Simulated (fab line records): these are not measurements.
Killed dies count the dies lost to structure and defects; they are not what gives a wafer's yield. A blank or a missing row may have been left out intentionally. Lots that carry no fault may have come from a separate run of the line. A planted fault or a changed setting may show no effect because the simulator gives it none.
fab line records	flow nand_harc
record lots=24	wafers=72	last_day=34
route steps=1302 shown A_CONTACT@1103 A_BLC@1124 A_M0@1149 A_M1@1195
lots with no fault: from the same line, run without faults
start_h: start of the lot's first displayed wafer, in hours after the record's first day	wait_h: hours from the lot's prior step to this one	" unchanged from the row above	L1.1+2: a single row standing in for several wafers	- either no value or no given start	* or withheld: withheld	< > ~ a bound
route shown NAME@n: a module of which the file shows steps, and the number in the route of the first	usual: average and standard deviation across the fault-free wafers	same: alike in all rows	chamber/n: place in a boat	sites: per-site readings	_std_site: the values' standard deviation	_edge_site: mean of outer sites minus mean of inner sites	radius_mm: for every site, how far away it sits from the centre of the wafer	mask NAME#n: copy n	behind: the last tool/chamber to shape the wafer	hold: the reason the lot was held/the length of the hold in hours/how it ended	device: which transistor (n, p or np) failed to switch	end of line: at the end of the route, the tests of the same wafers	step lacking rows: just its recipe	killed: the dies lost at the first sort to structure and to defects; this is not the yield of the wafer	map: shows each die of a wafer: x if killed, . if not, _ if none is there
set.NAME: the setting the step ran with; set.NAME@STEP: the setting that earlier step ran with	model.NAME: the simulator's own value behind a step, which no gauge read
a sample of lots followed through the steps of the route, with each step as a table and each wafer as a row
services: the hour from which a tool's chamber was out of use, counted from the record's first day as start_h (under 0 if before that day), plus the number of hours and why
## steps
# step NHARC_A_CONTACT_CMP_20
# recipe t_overpolish_s=30	target_thk_nm=300
# usual motor_current_A=11.5/0.96	overpolish_run_s=30.000/0.0094	time_to_endpoint_s=60/3.2
lot.wafer	tool	chamber	start_h	wait_h	motor_current_A	overpolish_run_s	time_to_endpoint_s
L074.2	cmp-03	1	526.82	0.8	9.3	29.997	61
L074.6	"	1	"	"	9.9	30.014	59
L074.5	"	2	"	"	11.2	29.997	67
L077.1	cmp-04	2	534.67	0.6	10.3	30.005	58
L077.4	"	1	"	"	11.8	30.009	54
L077.5	"	3	"	"	12.4	30.018	53
L075.2	cmp-03	2	536.21	0.6	11.1	30.010	63
L075.1	"	3	"	"	11.5	29.994	58
L075.5	"	3	"	"	11.7	30.000	59
L076.3	cmp-03	0	538.88	0.5	11.5	29.997	62
L076.1	"	2	"	"	11.5	30.015	66
L076.4	"	3	"	"	11.8	30.005	64
L078.1	cmp-04	2	557.16	0.8	10.8	30.000	59
L078.2	"	1	"	"	11.2	29.999	59
L078.5	"	2	"	"	11.1	30.007	62
L079.2	cmp-01	0	571.65	0.8	9.8	30.011	65
L079.5	"	3	"	"	11.1	29.998	64
L079.6	"	0	"	"	9.3	29.984	63
L080.2	cmp-04	1	584.12	0.8	11.2	29.987	55
L080.1	"	2	"	"	10.9	29.995	61
L080.5	"	1	"	"	11.8	30.013	57
L081.4	cmp-04	3	607.56	0.5	12.4	30.017	56
L081.2	"	1	"	"	11.5	29.992	61
L081.1	"	2	"	"	10.7	30.005	62
L082.3	cmp-04	0	613.55	0.4	12.6	30.006	60
L082.2	"	1	"	"	11.6	30.012	56
L082.5	"	0	"	"	12.6	30.008	61
L083.2	cmp-03	0	616.12	0.7	11.5	30.020	61
L083.5	"	3	"	"	12.5	29.995	60
L083.6	"	0	"	"	11.5	29.989	61
L084.3	cmp-01	1	622.46	0.5	12.5	30.005	66
L084.1	"	2	"	"	12.2	30.003	62
L084.5	"	2	"	"	11.6	29.993	63
L086.4	cmp-03	1	625.06	0.5	9.4	29.998	57
L086.5	"	2	"	"	11.1	29.996	62
L086.6	"	3	"	"	12.2	30.006	59
L085.1	cmp-04	2	634.02	0.6	10.9	30.006	63
L085.2	"	1	"	"	10.7	30.001	58
L085.6	"	2	"	"	10.3	29.973	60
L088.3	cmp-04	3	652.54	0.6	12.8	29.995	55
L088.1	"	0	"	"	12.3	29.995	58
L088.6	"	1	"	"	11.0	29.997	60
L089.3	cmp-04	1	657.09	0.4	11.9	29.998	58
L089.6	"	0	"	"	12.7	29.997	55
L089.5	"	1	"	"	11.3	30.010	56
L087.3	cmp-01	0	660.36	0.5	10.0	29.991	63
L087.1	"	3	"	"	10.5	29.995	65
L087.5	"	0	"	"	10.0	30.000	62
L091.3	cmp-04	0	688.17	0.5	12.5	30.006	55
L091.1	"	2	"	"	10.6	29.995	59
L091.6	"	1	"	"	11.2	30.003	53
L090.3	cmp-04	1	689.72	0.5	11.4	30.003	55
L090.1	"	3	"	"	12.3	29.987	57
L090.5	"	2	"	"	10.7	29.997	60
L092.3	cmp-04	3	707.45	0.4	12.2	30.000	59
L092.4	"	0	"	"	13.0	30.001	56
L092.6	"	1	"	"	11.6	30.015	55
L093.1	cmp-01	2	707.82	0.6	12.2	30.006	62
L093.4	"	0	"	"	9.6	30.008	59
L093.6	"	3	"	"	11.0	29.999	61
L095.1	cmp-01	0	722.16	0.8	9.7	30.000	64
L095.4	"	1	"	"	13.1	30.008	61
L095.5	"	2	"	"	12.8	30.015	61
L094.4	cmp-03	2	723.04	0.5	10.4	29.997	62
L094.1	"	3	"	"	11.6	29.992	62
L094.3	"	1	"	"	9.7	29.994	57
L097.4	cmp-01	2	757.02	0.4	11.8	29.996	59
L097.2	"	3	"	"	11.0	29.993	63
L097.5	"	2	"	"	11.6	29.993	60
L096.3	cmp-04	3	759.77	0.4	12.5	30.019	59
L096.2	"	0	"	"	12.3	29.996	59
L096.5	"	3	"	"	12.1	30.006	59
# step NHARC_A_BLC_CD_MEAS_19
# usual cd_nm=101.3/2
lot.wafer	tool	chamber	start_h	wait_h	cd_nm
L074.2	cd_sem-01	-	528.88	-	101.2
L074.5	"	-	"	"	101.2
L074.6	"	-	"	"	102.4
L077.1	cd_sem-01	-	536.66	-	100.0
L077.4	"	-	"	"	101.9
L077.5	"	-	"	"	99.7
L075.1	cd_sem-01	-	538.16	-	100.7
L075.2	"	-	"	"	101.6
L075.5	"	-	"	"	101.1
L076.1	cd_sem-02	-	540.84	-	100.6
L076.3	"	-	"	"	98.9
L076.4	"	-	"	"	101.1
L078.1	cd_sem-03	-	559.22	-	100.4
L078.2	"	-	"	"	100.2
L078.5	"	-	"	"	100.1
L079.2	cd_sem-03	-	573.87	-	102.0
L079.5	"	-	"	"	103.9
L079.6	"	-	"	"	99.5
L080.1	cd_sem-03	-	586.37	-	97.1
L080.2	"	-	"	"	98.2
L080.5	"	-	"	"	97.6
L081.1	cd_sem-01	-	609.63	-	98.9
L081.2	"	-	"	"	100.7
L081.4	"	-	"	"	102.5
L082.2	cd_sem-03	-	615.47	-	97.3
L082.3	"	-	"	"	101.6
L082.5	"	-	"	"	98.4
L083.2	cd_sem-01	-	618.17	-	103.9
L083.5	"	-	"	"	104.9
L083.6	"	-	"	"	100.9
L084.1	cd_sem-02	-	624.52	-	100.7
L084.3	"	-	"	"	103.9
L084.5	"	-	"	"	99.5
L086.4	cd_sem-02	-	626.93	-	101.2
L086.5	"	-	"	"	103.9
L086.6	"	-	"	"	101.7
L085.1	cd_sem-02	-	635.98	-	102.0
L085.2	"	-	"	"	105.1
L085.6	"	-	"	"	102.4
L088.1	cd_sem-01	-	654.46	-	103.9
L088.3	"	-	"	"	100.9
L088.6	"	-	"	"	102.2
L089.3	cd_sem-01	-	659.17	-	104.4
L089.5	"	-	"	"	101.2
L089.6	"	-	"	"	101.6
L087.1	cd_sem-02	-	662.30	-	103.5
L087.3	"	-	"	"	100.5
L087.5	"	-	"	"	103.0
L091.1	cd_sem-01	-	690.22	-	104.3
L091.3	"	-	"	"	99.8
L091.6	"	-	"	"	100.0
L090.1	cd_sem-02	-	691.78	-	102.1
L090.3	"	-	"	"	103.8
L090.5	"	-	"	"	100.8
L092.3	cd_sem-03	-	709.47	-	104.4
L092.4	"	-	"	"	100.0
L092.6	"	-	"	"	103.9
L093.1	cd_sem-01	-	709.89	-	100.6
L093.4	"	-	"	"	98.8
L093.6	"	-	"	"	102.7
L095.1	cd_sem-01	-	724.18	-	100.5
L095.4	"	-	"	"	97.4
L095.5	"	-	"	"	100.0
L094.1	cd_sem-02	-	725.10	-	98.9
L094.3	"	-	"	"	103.9
L094.4	"	-	"	"	102.8
L097.2	cd_sem-02	-	759.07	-	96.8
L097.4	"	-	"	"	97.5
L097.5	"	-	"	"	103.3
L096.2	cd_sem-02	-	762.00	-	99.7
L096.3	"	-	"	"	101.3
L096.5	"	-	"	"	104.3
# step NHARC_A_BLC_STRIP_29
# recipe cf4_flow_sccm=150	ar_flow_sccm=0	bias_w=0	chemistry=CF4
# usual drypump_motor_current_A=5.8/0.46	oes_product_au=0.999/0.0096	rf_vpp_V=59.4/0.94	showerhead_plenum_p_Torr=1.76/0.089	throttle_valve_pct=13.283/0.0092
lot.wafer	tool	chamber	start_h	wait_h	drypump_motor_current_A	oes_product_au	rf_hours_counter_h	rf_vpp_V	showerhead_plenum_p_Torr	throttle_valve_pct
L074.2	rie_diel-08	2	528.96	0.1	6.5	1.008	11	59.6	1.76	13.285
L074.6	"	2	"	"	6.5	1.008	-	60.8	1.76	13.293
L074.5	"	3	"	"	5.9	1.007	-	57.6	1.65	13.285
L077.1	rie_diel-08	1	536.76	0.1	4.9	1.010	12	60.0	1.87	13.284
L077.4	"	3	"	"	6.0	0.990	14	58.0	1.65	13.280
L077.5	"	1	"	"	4.9	1.007	-	60.5	1.87	13.267
L075.1	rie_diel-08	3	538.25	0.1	6.0	0.987	14	57.0	1.65	13.277
L075.2	"	0	"	"	5.8	1.005	14	60.0	1.85	13.293
L075.5	"	2	"	"	6.5	0.995	-	59.2	1.76	13.289
L076.3	rie_diel-07	1	540.91	0.1	6.4	0.999	4	60.6	1.89	13.277
L076.1	"	3	"	"	5.3	1.003	4	58.9	1.65	13.287
L076.4	"	0	"	"	5.5	1.000	4	59.2	1.68	13.285
L078.2	rie_diel-11	3	559.31	0.1	5.9	0.990	40	59.4	1.73	13.304
L078.1	"	0	"	"	6.2	0.991	41	58.9	1.90	13.283
L078.5	"	1	"	"	5.5	0.982	-	60.3	1.78	13.289
L079.2	rie_diel-11	3	573.94	0.1	5.9	0.996	43	58.9	1.73	13.282
L079.5	"	3	"	"	5.9	0.994	-	58.8	1.73	13.284
L079.6	"	0	"	"	6.2	0.996	-	59.7	1.90	13.263
L080.2	rie_diel-07	1	586.44	0.1	6.4	1.002	6	59.7	1.89	13.299
L080.1	"	0	"	"	5.4	1.004	6	59.6	1.68	13.292
L080.5	"	1	"	"	6.4	1.010	-	60.6	1.89	13.282
L081.4	rie_diel-08	0	609.71	0.1	5.7	1.017	5	60.5	1.84	13.270
L081.1	"	1	"	"	4.9	1.020	4	58.7	1.87	13.294
L081.2	"	2	"	"	6.5	1.001	4	60.2	1.75	13.279
L082.3	rie_diel-07	3	615.55	0.1	5.3	0.997	7	59.0	1.65	13.289
L082.2	"	1	"	"	6.4	1.000	7	59.2	1.89	13.296
L082.5	"	3	"	"	5.3	0.996	-	58.0	1.65	13.268
L083.2	rie_diel-07	3	618.29	0.1	5.3	1.000	7	59.0	1.65	13.277
L083.6	"	0	"	"	5.4	0.998	-	58.9	1.68	13.298
L083.5	"	1	"	"	6.4	1.004	-	59.9	1.89	13.263
L084.3	rie_diel-07	3	624.60	0.1	5.2	0.996	8	59.1	1.65	13.284
L084.1	"	0	"	"	5.4	0.989	7	58.6	1.68	13.279
L084.5	"	0	"	"	5.4	0.994	-	59.6	1.68	13.273
L086.4	rie_diel-08	0	627.00	0.1	5.7	1.003	7	61.8	1.84	13.276
L086.6	"	0	"	"	5.7	1.000	-	59.4	1.84	13.286
L086.5	"	1	"	"	4.9	1.018	-	61.4	1.87	13.284
L085.1	rie_diel-07	2	636.06	0.1	5.7	0.996	8	60.5	1.77	13.275
L085.2	"	0	"	"	5.4	0.993	9	59.1	1.68	13.284
L085.6	"	2	"	"	5.6	0.998	-	60.8	1.77	13.290
L088.1	rie_diel-11	2	654.55	0.1	6.0	0.992	10	59.2	1.70	13.300
L088.3	"	3	"	"	5.9	0.981	11	58.9	1.72	13.288
L088.6	"	1	"	"	5.5	1.003	-	59.4	1.78	13.279
L089.3	rie_diel-08	2	659.25	0.1	6.5	1.008	10	59.5	1.75	13.284
L089.6	"	1	"	"	4.9	1.016	-	60.5	1.86	13.285
L089.5	"	2	"	"	6.5	1.002	-	59.6	1.75	13.279
L087.1	rie_diel-11	2	662.40	0.1	5.9	1.001	12	58.9	1.70	13.283
L087.3	"	3	"	"	5.9	0.999	12	58.6	1.72	13.285
L087.5	"	1	"	"	5.5	1.005	-	59.4	1.78	13.298
L091.3	rie_diel-07	3	690.30	0.1	5.3	1.005	2	57.6	1.65	13.290
L091.1	"	1	"	"	6.4	0.990	3	60.4	1.89	13.281
L091.6	"	0	"	"	5.4	0.989	-	59.7	1.68	13.275
L090.3	rie_diel-07	2	691.85	0.1	5.7	0.991	3	59.3	1.77	13.270
L090.1	"	3	"	"	5.3	0.996	3	59.3	1.65	13.285
L090.5	"	3	"	"	5.3	0.997	-	59.0	1.65	13.294
L092.4	rie_diel-11	1	709.54	0.1	5.5	0.996	23	60.1	1.77	13.284
L092.3	"	0	"	"	6.2	0.978	18	60.8	1.89	13.291
L092.6	"	2	"	"	5.9	1.000	-	59.4	1.70	13.298
L093.4	rie_diel-07	1	709.98	0.1	6.4	0.987	4	59.7	1.89	13.267
L093.1	"	3	"	"	5.3	0.982	3	58.2	1.65	13.280
L093.6	"	1	"	"	6.4	0.993	-	59.9	1.89	13.286
L095.1	rie_diel-07	3	724.25	0.1	5.2	1.004	4	60.3	1.65	13.275
L095.4	"	0	"	"	5.4	0.996	4	58.7	1.68	13.288
L095.5	"	3	"	"	5.2	1.004	-	58.6	1.65	13.282
L094.3	rie_diel-11	0	725.20	0.1	6.2	0.983	26	61.2	1.88	13.287
L094.4	"	1	"	"	5.4	1.008	30	59.4	1.77	13.287
L094.1	"	2	"	"	6.0	0.991	30	61.0	1.69	13.288
L097.2	rie_diel-07	3	759.16	0.1	5.3	0.999	6	58.8	1.65	13.300
L097.4	"	2	"	"	5.6	1.011	-	59.9	1.77	13.285
L097.5	"	3	"	"	5.3	0.989	-	58.2	1.65	13.280
L096.3	rie_diel-08	0	762.09	0.1	5.7	1.008	3	60.8	1.84	13.283
L096.2	"	1	"	"	4.9	0.995	3	59.5	1.86	13.284
L096.5	"	0	"	"	5.7	1.015	-	58.8	1.84	13.256
# step NHARC_A_M0_INSPECT_11
# usual raw_defect_count=89/39
lot.wafer	tool	chamber	start_h	wait_h	raw_defect_count
L074.2	defect_inspect-02	-	531.90	0.0	107
L074.5	"	-	"	"	115
L074.6	"	-	"	"	117
L077.1	defect_inspect-02	-	539.63	0.0	118
L077.4	"	-	"	"	136
L077.5	"	-	"	"	121
L075.1	defect_inspect-02	-	541.17	0.0	84
L075.2	"	-	"	"	82
L075.5	"	-	"	"	102
L076.1	defect_inspect-01	-	543.82	0.0	48
L076.3	"	-	"	"	59
L076.4	"	-	"	"	55
L078.1	defect_inspect-02	-	562.22	0.0	116
L078.2	"	-	"	"	119
L078.5	"	-	"	"	132
L079.2	defect_inspect-02	-	576.90	0.0	55
L079.5	"	-	"	"	67
L079.6	"	-	"	"	59
L080.1	defect_inspect-01	-	589.25	0.0	69
L080.2	"	-	"	"	72
L080.5	"	-	"	"	63
L081.1	defect_inspect-02	-	612.76	0.0	30
L081.2	"	-	"	"	17
L081.4	"	-	"	"	26
L082.2	defect_inspect-02	-	618.53	0.0	139
L082.3	"	-	"	"	131
L082.5	"	-	"	"	146
L083.2	defect_inspect-02	-	621.24	0.0	76
L083.5	"	-	"	"	82
L083.6	"	-	"	"	81
L084.1	defect_inspect-02	-	627.61	0.0	93
L084.3	"	-	"	"	114
L084.5	"	-	"	"	129
L086.4	defect_inspect-01	-	630.30	0.0	102
L086.5	"	-	"	"	98
L086.6	"	-	"	"	89
L085.1	defect_inspect-02	-	638.98	0.0	73
L085.2	"	-	"	"	63
L085.6	"	-	"	"	69
L088.1	defect_inspect-02	-	658.07	0.0	46
L088.3	"	-	"	"	53
L088.6	"	-	"	"	54
L089.3	defect_inspect-01	-	662.16	0.0	117
L089.5	"	-	"	"	135
L089.6	"	-	"	"	134
L087.1	defect_inspect-01	-	665.18	0.0	89
L087.3	"	-	"	"	73
L087.5	"	-	"	"	74
L091.1	defect_inspect-01	-	693.32	0.0	28
L091.3	"	-	"	"	29
L091.6	"	-	"	"	27
L090.1	defect_inspect-01	-	694.78	0.0	147
L090.3	"	-	"	"	147
L090.5	"	-	"	"	149
L092.3	defect_inspect-01	-	712.35	0.0	40
L092.4	"	-	"	"	41
L092.6	"	-	"	"	41
L093.1	defect_inspect-01	-	712.89	0.0	151
L093.4	"	-	"	"	141
L093.6	"	-	"	"	140
L095.1	defect_inspect-01	-	727.17	0.0	67
L095.4	"	-	"	"	71
L095.5	"	-	"	"	65
L094.1	defect_inspect-02	-	728.15	0.0	91
L094.3	"	-	"	"	89
L094.4	"	-	"	"	103
L097.2	defect_inspect-01	-	761.99	0.0	140
L097.4	"	-	"	"	156
L097.5	"	-	"	"	130
L096.2	defect_inspect-01	-	765.01	0.0	46
L096.3	"	-	"	"	42
L096.5	"	-	"	"	48
# step NHARC_A_M0_DEGAS_28
# recipe temp_c=250	time_s=60
# usual heater_power_w=336/51
lot.wafer	tool	chamber	start_h	wait_h	heater_power_w
L074.2	pvd_sputter-02	-	532.89	-	452
L074.6	"	-	"	"	342
L074.5	"	-	"	"	451
L077.4	pvd_sputter-03	-	540.68	-	358
L077.1	"	-	"	"	287
L077.5	"	-	"	"	369
L075.1	pvd_sputter-01	-	542.15	-	307
L075.2	"	-	"	"	301
L075.5	"	-	"	"	302
L076.1	pvd_sputter-01	-	544.80	-	299
L076.4	"	-	"	"	257
L076.3	"	-	"	"	308
L078.1	pvd_sputter-01	-	563.20	-	302
L078.2	"	-	"	"	302
L078.5	"	-	"	"	299
L079.2	pvd_sputter-01	-	577.91	-	315
L079.5	"	-	"	"	300
L079.6	"	-	"	"	306
L080.1	pvd_sputter-03	-	590.33	-	362
L080.2	"	-	"	"	373
L080.5	"	-	"	"	366
L081.1	pvd_sputter-01	-	613.74	-	303
L081.2	"	-	"	"	301
L081.4	"	-	"	"	305
L082.3	pvd_sputter-03	-	619.53	-	418
L082.2	"	-	"	"	296
L082.5	"	-	"	"	366
L083.2	pvd_sputter-03	-	622.23	-	370
L083.6	"	-	"	"	295
L083.5	"	-	"	"	366
L084.1	pvd_sputter-03	-	628.60	-	368
L084.3	"	-	"	"	363
L084.5	"	-	"	"	368
L086.4	pvd_sputter-02	-	631.30	-	449
L086.5	"	-	"	"	329
L086.6	"	-	"	"	344
L085.1	pvd_sputter-01	-	639.97	-	319
L085.2	"	-	"	"	310
L085.6	"	-	"	"	309
L088.1	pvd_sputter-01	-	659.05	-	243
L088.3	"	-	"	"	314
L088.6	"	-	"	"	311
L089.3	pvd_sputter-03	-	663.16	-	377
L089.5	"	-	"	"	365
L089.6	"	-	"	"	408
L087.1	pvd_sputter-03	-	666.17	-	417
L087.3	"	-	"	"	296
L087.5	"	-	"	"	357
L091.3	pvd_sputter-02	-	694.30	-	326
L091.1	"	-	"	"	338
L091.6	"	-	"	"	344
L090.1	pvd_sputter-02	-	695.76	-	338
L090.3	"	-	"	"	440
L090.5	"	-	"	"	436
L092.4	pvd_sputter-02	-	713.34	-	329
L092.3	"	-	"	"	324
L092.6	"	-	"	"	332
L093.4	pvd_sputter-02	-	713.89	-	326
L093.1	"	-	"	"	341
L093.6	"	-	"	"	333
L095.4	pvd_sputter-01	-	728.24	-	241
L095.1	"	-	"	"	303
L095.5	"	-	"	"	240
L094.3	pvd_sputter-03	-	729.18	-	357
L094.1	"	-	"	"	408
L094.4	"	-	"	"	294
L097.2	pvd_sputter-01	-	762.98	-	309
L097.4	"	-	"	"	242
L097.5	"	-	"	"	305
L096.3	pvd_sputter-03	-	766.00	-	354
L096.2	"	-	"	"	402
L096.5	"	-	"	"	348
# step NHARC_A_M1_CMP_23
# recipe t_overpolish_s=20	target_thk_nm=154.34
# usual motor_current_A=11.8/1.2	time_to_endpoint_s=28.8/2.9
lot.wafer	tool	chamber	start_h	wait_h	motor_current_A	time_to_endpoint_s
L074.2	cmp-02	1	538.16	-	14.2	28.3
L074.6	"	1	"	"	14.6	26.3
L074.5	"	2	"	"	12.6	32.4
L077.4	cmp-04	2	545.94	-	10.9	28.5
L077.1	"	0	"	"	13.3	24.6
L077.5	"	1	"	"	11.1	24.9
L075.1	cmp-02	2	547.47	-	12.2	29.4
L075.2	"	3	"	"	11.6	27.6
L075.5	"	1	"	"	13.5	22.8
L076.4	cmp-01	0	549.91	-	9.1	28.4
L076.1	"	1	"	"	13.1	29.0
L076.3	"	3	"	"	10.8	30.4
L078.1	cmp-01	1	568.34	-	12.9	29.6
L078.2	"	2	"	"	12.5	27.9
L078.5	"	1	"	"	12.1	28.4
L079.2	cmp-02	1	583.23	-	14.1	21.1
L079.5	"	1	"	"	14.4	23.7
L079.6	"	2	"	"	12.9	29.8
L080.1	cmp-02	2	595.93	-	12.6	30.8
L080.2	"	0	"	"	11.6	28.4
L080.5	"	3	"	"	11.5	26.6
L081.1	cmp-04	2	619.06	-	10.6	29.2
L081.4	"	0	"	"	13.0	27.9
L081.2	"	1	"	"	10.8	26.7
L082.3	cmp-04	2	624.66	-	11.3	26.9
L082.2	"	3	"	"	12.0	29.4
L082.5	"	3	"	"	12.4	26.6
L083.2	cmp-01	0	627.50	-	9.7	31.0
L083.6	"	1	"	"	12.5	28.4
L083.5	"	2	"	"	12.0	29.0
L084.3	cmp-01	0	633.79	-	9.7	31.6
L084.1	"	1	"	"	13.1	28.0
L084.5	"	0	"	"	9.7	28.5
L086.4	cmp-04	3	636.71	-	12.1	25.7
L086.6	"	3	"	"	12.8	25.9
L086.5	"	0	"	"	12.7	26.3
L085.1	cmp-04	1	645.34	-	11.3	26.7
L085.2	"	0	"	"	12.6	27.2
L085.6	"	1	"	"	11.3	24.5
L088.1	cmp-04	2	664.18	-	10.7	26.0
L088.3	"	0	"	"	12.2	28.8
L088.6	"	2	"	"	10.8	26.8
L089.3	cmp-01	1	668.74	-	12.7	27.2
L089.6	"	3	"	"	10.8	30.1
L089.5	"	0	"	"	9.8	30.7
L087.3	cmp-01	2	671.67	-	12.0	28.0
L087.1	"	3	"	"	10.9	29.4
L087.5	"	1	"	"	12.7	30.0
L091.1	cmp-02	2	699.66	-	12.7	35.0
L091.3	"	1	"	"	14.5	28.3
L091.6	"	3	"	"	11.2	32.1
L090.1	cmp-02	3	701.15	-	11.4	30.8
L090.3	"	0	"	"	12.1	30.5
L090.5	"	3	"	"	11.7	33.2
L092.3	cmp-04	0	718.91	-	12.4	22.9
L092.4	"	3	"	"	12.2	26.7
L092.6	"	0	"	"	12.7	27.7
L093.4	cmp-02	0	719.19	-	11.8	31.7
L093.1	"	3	"	"	11.3	30.8
L093.6	"	1	"	"	14.1	28.1
L095.1	cmp-01	1	733.36	-	12.8	34.8
L095.4	"	3	"	"	10.8	34.0
L095.5	"	0	"	"	9.8	34.2
L094.3	cmp-04	1	734.54	-	11.5	24.6
L094.4	"	3	"	"	12.4	25.0
L094.1	"	0	"	"	13.5	26.9
L097.4	cmp-04	0	768.31	-	13.1	30.6
L097.2	"	2	"	"	10.4	32.7
L097.5	"	0	"	"	13.2	30.9
L096.2	cmp-04	2	771.39	-	10.3	31.1
L096.3	"	3	"	"	12.3	27.7
L096.5	"	1	"	"	11.5	26.6
## services
tool	chamber	start_h	hours	kind
cmp-04	-	503.02	4.0	pm
cmp-04	-	508.70	3.0	repair
rie_diel-07	2	515.16	6.4	repair
pvd_sputter-03	-	526.24	10.0	pm
cmp-01	-	540.94	2.5	repair
cmp-01	-	556.09	1.8	repair
cmp-04	-	556.75	0.4	repair
cmp-04	-	562.30	0.5	repair
pvd_sputter-03	-	565.98	6.6	repair
rie_diel-07	2	571.77	4.2	repair
cmp-01	-	599.87	4.0	pm
cmp-04	-	601.02	4.0	pm
rie_diel-07	1	618.74	2.8	repair
rie_diel-07	2	622.33	3.4	repair
cmp-04	-	627.09	1.8	repair
cmp-01	-	632.30	1.3	repair
rie_diel-07	-	648.21	9.0	pm
cmp-04	-	694.31	1.2	repair
cmp-01	-	697.87	4.0	pm
cmp-04	-	699.02	4.0	pm
cmp-04	-	721.79	0.8	repair
cmp-04	-	741.59	4.0	repair
rie_diel-07	0	756.97	5.3	repair
rie_diel-07	3	768.82	9.5	repair
## key
fault none
